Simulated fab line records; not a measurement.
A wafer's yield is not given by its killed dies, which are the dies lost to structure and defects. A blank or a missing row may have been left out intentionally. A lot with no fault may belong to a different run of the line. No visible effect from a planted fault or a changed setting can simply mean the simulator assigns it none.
fab line records	flow n5Finfet
record lots=7	wafers=39
route steps=1938 shown WELL_APT@55 DUMMY_GATE@246 SD_EPI_P@307 MOL_CONTACT_COAG@523
startH: start of the lot's first displayed wafer, in hours after the record's first day	waitH: hours since the lot's step before	" repeats the value in the row above	L1.1+2: several wafers, shown together as one row	- value missing, or start not given	* or withheld: withheld	< > ~ a bound
route shown NAME@n: NAME is a module with steps in the file, n the number in the route of the first one	usual: mean/standard deviation taken from wafers without a fault	same: alike in all rows	chamber/n: place in a boat	sites: the reading at each site	_std_site: their standard deviation	_edge_site: outer sites' mean less inner sites'	radiusMm: for every site, how far away it sits from the centre of the wafer	mask NAME#n: copy n	behind: the last tool/chamber to shape the wafer	hold: cause of the lot's hold/its duration in hours/its outcome	device: the n, p or np transistor that did not switch	end of line: at the end of the route, the tests of the same wafers	for a step that has no rows: nothing shown but its recipe	killed: count of dies lost to structure and defects at first sort (not the wafer's yield)	map: a wafer's dies, marking killed ones x, the rest . and places with no die _
set.NAME: the run value of the setting; set.NAME@STEP: its run value at that earlier step	model.NAME: the simulator's own value behind a step, which no gauge read
lots whose settings were changed on purpose; a table a step, a row a wafer
## steps
# step N5_WELL_APT_EPI_41
# recipe material=Si	targetThkA=500	tempC=650	precursor=SiH4/H2	pressureTorr=20	timeS=297.7
lot.wafer	tool	chamber	startH	waitH	set.targetThkA	model.Si_of_WELL_APT_EPI_41.thkNm
L077.1+3	epiRpcvd-01	0	34.53	0.0	500	50.78
L077.2	"	0	"	"	500	50.92
L077.4	"	0	"	"	510.8	52.03
L077.5+6	"	0	"	"	510.8	51.48
L079.1	epiRpcvd-02	0	46.38	0.0	500	49.93
L079.2	"	0	"	"	500	49.54
L079.3	"	0	"	"	500	49.94
L079.4	"	0	"	"	500	49.51
L079.5	"	0	"	"	500	49.98
L079.6	"	0	"	"	500	49.9
L080.1	epiRpcvd-04	0	52.53	0.0	538	52.93
L080.2	"	0	"	"	500	50.17
L080.3	"	0	"	"	500	49.68
L080.4	"	0	"	"	538	53.85
L080.5	"	0	"	"	500	49.84
L080.6	"	0	"	"	538	53.89
L084.2	epiRpcvd-04	0	76.60	0.2	500	49.99
L084.4	"	0	"	"	500	49.4
L084.6	"	0	"	"	500	50.29
L085.1	epiRpcvd-01	0	81.97	0.0	500	50.2
L085.2	"	0	"	"	500	50.69
L085.3	"	0	"	"	500	50.15
L085.4	"	0	"	"	527.8	52.8
L085.5	"	0	"	"	527.8	53.1
L085.6	"	0	"	"	527.8	52.84
L090.1	epiRpcvd-04	0	112.30	0.0	500	49.07
L090.2	"	0	"	"	500	49.96
L090.3	"	0	"	"	500	49.27
L090.4	"	0	"	"	500	49.6
L090.5	"	0	"	"	500	49.47
L090.6	"	0	"	"	500	50.2
L094.1	epiRpcvd-04	0	136.16	0.0	500	50.3
L094.2	"	0	"	"	500	49.89
L094.3	"	0	"	"	500	50.75
L094.4	"	0	"	"	500	50.57
L094.5	"	0	"	"	500	50.69
L094.6	"	0	"	"	500	50.31
# step N5_DUMMY_GATE_ETCH_32
# recipe chemistry=CF4	target=SiO2	targetDepthA=35	timeS=3.9	ionEnergyEv=350	pressureMtorr=10	icpW=800	biasW=400	cf4FlowSccm=80
lot.wafer	tool	chamber	startH	waitH	set.timeS	model.etch.depthNm
L077.1	rieSi-01	3	66.53	0.1	4.294	3.903
L077.2	"	0	"	"	3.9	3.497
L077.3	"	1	"	"	3.9	3.38
L077.4	"	2	"	"	4.294	3.878
L077.5	"	1	"	"	4.294	3.713
L077.6	"	0	"	"	3.9	3.495
L079.1	rieSi-04	0	77.91	0.1	3.497	3.171
L079.2	"	3	"	"	3.497	3.093
L079.3	"	1	"	"	3.9	3.574
L079.4	"	2	"	"	3.9	3.576
L079.5	"	1	"	"	3.9	3.565
L079.6	"	0	"	"	3.497	3.174
L080.1	rieSi-04	3	83.38	0.1	3.9	3.409
L080.2	"	2	"	"	3.9	3.548
L080.3	"	1	"	"	3.9	3.54
L080.4	"	0	"	"	3.9	3.475
L080.5	"	1	"	"	3.9	3.542
L080.6	"	2	"	"	3.9	3.532
L084.2	rieSi-03	0	109.06	0.1	3.9	3.477
L084.4	"	1	"	"	3.9	3.421
L084.6	"	3	"	"	3.9	3.409
L085.1	rieSi-01	0	115.75	0.1	4.531	4.012
L085.2	"	3	"	"	3.9	3.548
L085.3	"	1	"	"	4.531	3.946
L085.4	"	2	"	"	3.9	3.571
L085.5	"	3	"	"	4.531	4.14
L085.6	"	2	"	"	3.9	3.585
L090.1	rieSi-04	3	143.39	0.1	3.9	3.421
L090.2	"	2	"	"	3.9	3.516
L090.3	"	1	"	"	3.9	3.556
L090.4	"	0	"	"	3.9	3.533
L090.5	"	2	"	"	3.9	3.549
L090.6	"	3	"	"	3.9	3.424
L094.1	rieSi-03	1	168.42	0.1	3.9	3.462
L094.2	"	3	"	"	3.9	3.401
L094.3	"	0	"	"	3.524	3.086
L094.4	"	1	"	"	3.524	3.092
L094.5	"	0	"	"	3.9	3.441
L094.6	"	3	"	"	3.524	3.068
# step N5_SD_EPI_P_ETCH_36
# recipe chemistry=CF4	target=SiARC	targetDepthA=455	maskMaterial=CAR-ArF-block	timeS=75.8	ionEnergyEv=80	pressureMtorr=40	sourceW=545	biasW=36	Ar_flow_sccm=100	cf4FlowSccm=100	ends=cleared
# usual rfVppV=184.1/1.2
lot.wafer	tool	chamber	startH	waitH	set.biasW	rfVppV
L077.1	rieDiel-02	0	73.44	0.0	36	183.3
L077.2	"	2	"	"	30.86	166.0
L077.3	"	1	"	"	36	186.1
L077.4	"	3	"	"	36	184.5
L077.5	"	0	"	"	30.86	166.1
L077.6	"	3	"	"	30.86	167.2
L079.1	rieDiel-06	1	84.22	0.0	33.99	178.0
L079.2	"	2	"	"	36	182.6
L079.3	"	0	"	"	33.99	177.3
L079.4	"	3	"	"	36	185.8
L079.5	"	2	"	"	33.99	176.3
L079.6	"	3	"	"	36	184.2
L080.1	rieDiel-02	3	89.17	0.0	36	182.1
L080.2	"	1	"	"	36	183.4
L080.3	"	2	"	"	33.65	176.5
L080.4	"	0	"	"	33.65	175.3
L080.5	"	0	"	"	33.65	178.5
L080.6	"	3	"	"	36	181.8
L084.2	rieDiel-05	0	115.29	0.0	36	184.5
L084.4	"	3	"	"	36	184.1
L084.6	"	1	"	"	36	183.0
L085.1	rieDiel-02	0	122.48	0.0	36	184.3
L085.2	"	2	"	"	36	183.1
L085.3	"	3	"	"	36	182.9
L085.4	"	1	"	"	36	184.3
L085.5	"	3	"	"	36	184.7
L085.6	"	2	"	"	36	184.5
L090.1	rieDiel-06	3	149.31	0.0	33.2	175.8
L090.2	"	2	"	"	33.2	173.9
L090.3	"	1	"	"	36	183.6
L090.4	"	0	"	"	33.2	174.5
L090.5	"	3	"	"	36	185.1
L090.6	"	0	"	"	36	184.9
L094.1	rieDiel-02	1	176.04	0.0	38.06	190.6
L094.2	"	2	"	"	36	184.2
L094.3	"	3	"	"	36	183.2
L094.4	"	0	"	"	36	185.0
L094.5	"	2	"	"	38.06	189.9
L094.6	"	1	"	"	38.06	192.2
# step N5_MOL_CONTACT_COAG_EXPOSE_05
# recipe maskId=CA	na=0.33	sourceShape=annular	sigmaInner=0.4	sigmaOuter=0.8	polarization=unpolarized	defocusNm=0	doseMj=38.25
lot.wafer	tool	chamber	startH	waitH	mask	set.doseMj
L077.1+3+5	euvScanner-01	0	106.68	-	CA#0	38.25
L077.2+4+6	"	0	"	"	CA#0	40.77
L079.1+2+3+4+5+6	euvScanner-02	0	116.94	-	CA#0	38.25
L080.1+3+5	euvScanner-02	0	124.12	-	CA#0	40.47
L080.2+4+6	"	0	"	"	CA#0	38.25
L084.2+4+6	euvScanner-01	0	149.02	-	CA#0	38.25
L085.1+2+5	euvScanner-01	0	155.61	-	CA#0	38.25
L085.3+4+6	"	0	"	"	CA#0	40.56
L090.1+2+3	euvScanner-01	0	181.82	-	CA#0	38.25
L090.4+5+6	"	0	"	"	CA#0	36.05
L094.1+2+3+4+5+6	euvScanner-01	0	211.65	-	CA#0	38.25
# step N5_MOL_CONTACT_COAG_PEB_06
# recipe pebTempC=100	pebTimeS=60	resist=CAR-EUV
# step N5_MOL_CONTACT_COAG_DEVELOP_07
# recipe developTimeS=30	developer=TMAH	resist=CAR-EUV	rinseLiquid=surfactantRinse	dry=airSpin	devTempC=23
# step N5_MOL_CONTACT_COAG_CD_MEAS_08
# recipe targetCdNm=28	landingEnergyEv=500	detector=seInlens	polarity=opening
# usual cdNm=28.07/0.26
lot.wafer	tool	chamber	startH	waitH	set.doseMj@MOL_CONTACT_COAG_EXPOSE_05	cdNm
L077.1	cdSem-01	0	106.81	-	38.25	28.17
L077.2	"	0	"	"	40.77	29.20
L077.3	"	0	"	"	38.25	28.03
L077.4	"	0	"	"	40.77	29.50
L077.5	"	0	"	"	38.25	27.91
L077.6	"	0	"	"	40.77	29.48
L079.1	cdSem-01	0	117.07	-	38.25	28.20
L079.2	"	0	"	"	38.25	28.03
L079.3	"	0	"	"	38.25	28.20
L079.4	"	0	"	"	38.25	27.68
L079.5	"	0	"	"	38.25	27.59
L079.6	"	0	"	"	38.25	27.87
L080.1	cdSem-03	0	124.25	-	40.47	28.94
L080.2	"	0	"	"	38.25	27.78
L080.3	"	0	"	"	40.47	29.37
L080.4	"	0	"	"	38.25	27.59
L080.5	"	0	"	"	40.47	28.74
L080.6	"	0	"	"	38.25	27.78
L084.2	cdSem-01	0	149.15	-	38.25	28.06
L084.4	"	0	"	"	38.25	28.22
L084.6	"	0	"	"	38.25	28.42
L085.1	cdSem-03	0	155.75	-	38.25	27.67
L085.2	"	0	"	"	38.25	27.66
L085.3	"	0	"	"	40.56	29.28
L085.4	"	0	"	"	40.56	29.19
L085.5	"	0	"	"	38.25	27.67
L085.6	"	0	"	"	40.56	29.47
L090.1	cdSem-03	0	181.95	-	38.25	28.20
L090.2	"	0	"	"	38.25	28.24
L090.3	"	0	"	"	38.25	28.36
L090.4	"	0	"	"	36.05	26.93
L090.5	"	0	"	"	36.05	27.18
L090.6	"	0	"	"	36.05	26.76
L094.1	cdSem-02	0	211.78	-	38.25	28.10
L094.2	"	0	"	"	38.25	27.96
L094.3	"	0	"	"	38.25	28.07
L094.4	"	0	"	"	38.25	27.76
L094.5	"	0	"	"	38.25	28.01
L094.6	"	0	"	"	38.25	28.21
# step N5_MOL_CONTACT_COAG_DESCUM_13
# recipe chemistry=O2	timeS=7	sourcePowerW=50	biasPowerW=20	pressureMtorr=20	rfFrequencyHz=2.712e+07	tempC=40	resist=CAR-EUV	o2FlowSccm=225
# step N5_MOL_CONTACT_COAG_ETCH_59
# recipe chemistry=N2/H2	target=underlayer	targetDepthA=130	maskMaterial=CAR-EUV	timeS=10.4	ionEnergyEv=200	pressureMtorr=30	sourceW=840	biasW=150	n2FlowSccm=200	h2FlowSccm=200	ends=cleared
lot.wafer	tool	chamber	startH	waitH	set.doseMj@MOL_CONTACT_COAG_EXPOSE_05	model.MOL_CONTACT_COAG.cdOffsetNm
L077.1	rieDiel-01	1	107.17	0.0	38.25	0.2
L077.2+6	"	3,1	"	"	40.77	1.4
L077.3	"	0	"	"	38.25	0
L077.4	"	2	"	"	40.77	1.2
L077.5	"	2	"	"	38.25	-0.2
L079.1+4+5+6	rieDiel-03	0,0,1,3	117.23	0.0	38.25	-0.2
L079.2	"	3	"	"	38.25	-0.4
L079.3	"	1	"	"	38.25	0.2
L080.1+5	rieDiel-03	0	124.41	0.0	40.47	1
L080.2+6	"	1,3	"	"	38.25	-0.4
L080.3	"	3	"	"	40.47	0.8
L080.4	"	1	"	"	38.25	-0.2
L084.2+4	rieDiel-01	3,1	149.31	0.0	38.25	0.4
L084.6	"	0	"	"	38.25	0.2
L085.1+2	rieDiel-01	1,3	156.52	0.0	38.25	-0.2
L085.3+6	"	2	"	"	40.56	1
L085.4	"	0	"	"	40.56	1.2
L085.5	"	3	"	"	38.25	0
L090.1	rieDiel-01	1	182.12	0.0	38.25	0.4
L090.2+3	"	2,0	"	"	38.25	0.2
L090.4	"	3	"	"	36.05	-1
L090.5+6	"	0,1	"	"	36.05	-1.2
L094.1+4	rieDiel-04	0	212.48	0.0	38.25	0
L094.2+3+5+6	"	2,3,3,2	"	"	38.25	0.2
# step N5_MOL_CONTACT_COAG_ETCH_105
# recipe chemistry=CF4	target=SiARC	targetDepthA=156	maskMaterial=CAR-EUV	timeS=26	ionEnergyEv=80	pressureMtorr=40	sourceW=545	biasW=36	Ar_flow_sccm=100	cf4FlowSccm=100	ends=cleared
# step N5_MOL_CONTACT_COAG_ETCH_106
# recipe chemistry=N2/H2	target=SOC	targetDepthA=800	overetchA=160	maskMaterial=SiARC	tempC=40	timeS=120	ionEnergyEv=200	pressureMtorr=30	sourceW=840	biasW=150	n2FlowSccm=200	h2FlowSccm=200
# step N5_MOL_CONTACT_COAG_ETCH_110
# recipe chemistry=CF4/O2	target=Si	targetDepthA=25	timeS=8	pressureMtorr=100	sourceW=200	biasW=12	ionEnergyEv=60	Ar_flow_sccm=100	cf4FlowSccm=100	O2_flow_sccm=10
# step N5_MOL_CONTACT_COAG_STRIP_98
# recipe chemistry=N2/H2	powerW=500	tempC=40	pressureMtorr=50	rfFrequencyHz=6e+07	overashFraction=0.3	biasPowerW=8	h2Frac=0.5	n2FlowSccm=300	h2FlowSccm=300
# step N5_MOL_CONTACT_COAG_CD_MEAS_99
# recipe targetCdNm=17.2	polarity=opening
# usual cdNm=17.27/0.3
lot.wafer	tool	chamber	startH	waitH	set.doseMj@MOL_CONTACT_COAG_EXPOSE_05	cdNm
L077.1	cdSem-03	-	107.54	-	38.25	16.85
L077.2	"	-	"	"	40.77	18.64
L077.3	"	-	"	"	38.25	17.37
L077.4	"	-	"	"	40.77	18.16
L077.5	"	-	"	"	38.25	17.33
L077.6	"	-	"	"	40.77	18.24
L079.1	cdSem-02	-	117.59	-	38.25	16.88
L079.2	"	-	"	"	38.25	16.87
L079.3	"	-	"	"	38.25	17.47
L079.4	"	-	"	"	38.25	16.93
L079.5	"	-	"	"	38.25	17.34
L079.6	"	-	"	"	38.25	16.99
L080.1	cdSem-02	-	124.77	-	40.47	18.22
L080.2	"	-	"	"	38.25	16.97
L080.3	"	-	"	"	40.47	17.82
L080.4	"	-	"	"	38.25	17.33
L080.5	"	-	"	"	40.47	18.67
L080.6	"	-	"	"	38.25	16.96
L084.2	cdSem-01	-	149.68	-	38.25	17.54
L084.4	"	-	"	"	38.25	17.56
L084.6	"	-	"	"	38.25	17.20
L085.1	cdSem-02	-	156.89	-	38.25	17.35
L085.2	"	-	"	"	38.25	16.72
L085.3	"	-	"	"	40.56	18.33
L085.4	"	-	"	"	40.56	18.36
L085.5	"	-	"	"	38.25	17.19
L085.6	"	-	"	"	40.56	18.50
L090.1	cdSem-01	-	182.48	-	38.25	17.68
L090.2	"	-	"	"	38.25	17.45
L090.3	"	-	"	"	38.25	17.39
L090.4	"	-	"	"	36.05	15.77
L090.5	"	-	"	"	36.05	16.03
L090.6	"	-	"	"	36.05	15.89
L094.1	cdSem-02	-	212.84	-	38.25	17.40
L094.2	"	-	"	"	38.25	17.42
L094.3	"	-	"	"	38.25	17.35
L094.4	"	-	"	"	38.25	17.38
L094.5	"	-	"	"	38.25	17.37
L094.6	"	-	"	"	38.25	17.35
# step N5_MOL_CONTACT_COAG_ETCH_91
# recipe chemistry=N2/H2	target=SOC	targetDepthA=600	overetchA=210	maskMaterial=SiARC	tempC=40	timeS=101.2	ionEnergyEv=200	pressureMtorr=30	sourceW=840	biasW=150	n2FlowSccm=200	h2FlowSccm=200
# usual rfVppV=523.0/2.3
lot.wafer	tool	chamber	startH	waitH	set.sourceW	rfVppV
L077.1	rieDiel-04	1	116.05	0.0	683.1	556.8
L077.2	"	3	"	"	840	523.8
L077.3	"	2	"	"	840	522.1
L077.4	"	0	"	"	840	523.3
L077.5	"	2	"	"	683.1	559.0
L077.6	"	1	"	"	683.1	556.1
L079.1	rieDiel-04	0	134.21	0.0	840	524.7
L079.2	"	1	"	"	840	520.7
L079.3	"	2	"	"	724.8	550.7
L079.4	"	3	"	"	724.8	549.8
L079.5	"	2	"	"	840	522.8
L079.6	"	1	"	"	724.8	547.4
L080.1	rieDiel-01	2	137.61	0.0	840	520.5
L080.2	"	1	"	"	795.5	530.0
L080.3	"	3	"	"	795.5	532.0
L080.4	"	3	"	"	840	523.0
L080.5	"	2	"	"	795.5	531.4
L080.6	"	1	"	"	840	520.2
L084.2	rieDiel-01	1	161.00	0.0	840	520.9
L084.4	"	0	"	"	840	527.3
L084.6	"	3	"	"	840	523.3
L085.1	rieDiel-04	1	168.37	0.0	840	520.4
L085.2	"	3	"	"	840	522.0
L085.3	"	2	"	"	884.6	514.3
L085.4	"	3	"	"	884.6	515.7
L085.5	"	1	"	"	884.6	510.3
L085.6	"	2	"	"	840	521.3
L090.1	rieDiel-01	1	193.16	0.0	840	521.0
L090.2	"	3	"	"	840	523.3
L090.3	"	2	"	"	840	519.5
L090.4	"	0	"	"	840	527.2
L090.5	"	0	"	"	840	527.2
L090.6	"	3	"	"	840	523.4
L094.1	rieDiel-03	0	223.63	0.0	840	526.0
L094.2	"	2	"	"	679.9	567.2
L094.3	"	3	"	"	679.9	561.2
L094.4	"	0	"	"	840	526.1
L094.5	"	2	"	"	679.9	567.8
L094.6	"	3	"	"	840	525.9
## key
split step=N5_WELL_APT_EPI_41	setting=targetThkA	stated=500	by=wafer
response step=N5_WELL_APT_EPI_41	reading=model.Si_of_WELL_APT_EPI_41.thkNm	change=+0.47	per=1%	r=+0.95
split step=N5_DUMMY_GATE_ETCH_32	setting=timeS	stated=3.9	by=wafer
response step=N5_DUMMY_GATE_ETCH_32	reading=model.etch.depthNm	change=+0.0339	per=1%	r=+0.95
split step=N5_SD_EPI_P_ETCH_36	setting=biasW	stated=36	by=wafer
response step=N5_SD_EPI_P_ETCH_36	reading=rfVppV	change=+1.22	per=1%	r=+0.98
split step=N5_MOL_CONTACT_COAG_EXPOSE_05	setting=doseMj	stated=38.25	by=wafer
response step=N5_MOL_CONTACT_COAG_CD_MEAS_08	reading=cdNm	change=+0.231	per=1%	r=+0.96
response step=N5_MOL_CONTACT_COAG_ETCH_59	reading=model.MOL_CONTACT_COAG.cdOffsetNm	change=+0.214	per=1%	r=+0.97
response step=N5_MOL_CONTACT_COAG_CD_MEAS_99	reading=cdNm	change=+0.215	per=1%	r=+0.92
split step=N5_MOL_CONTACT_COAG_ETCH_91	setting=sourceW	stated=840	by=wafer
response step=N5_MOL_CONTACT_COAG_ETCH_91	reading=rfVppV	change=-1.93	per=1%	r=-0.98
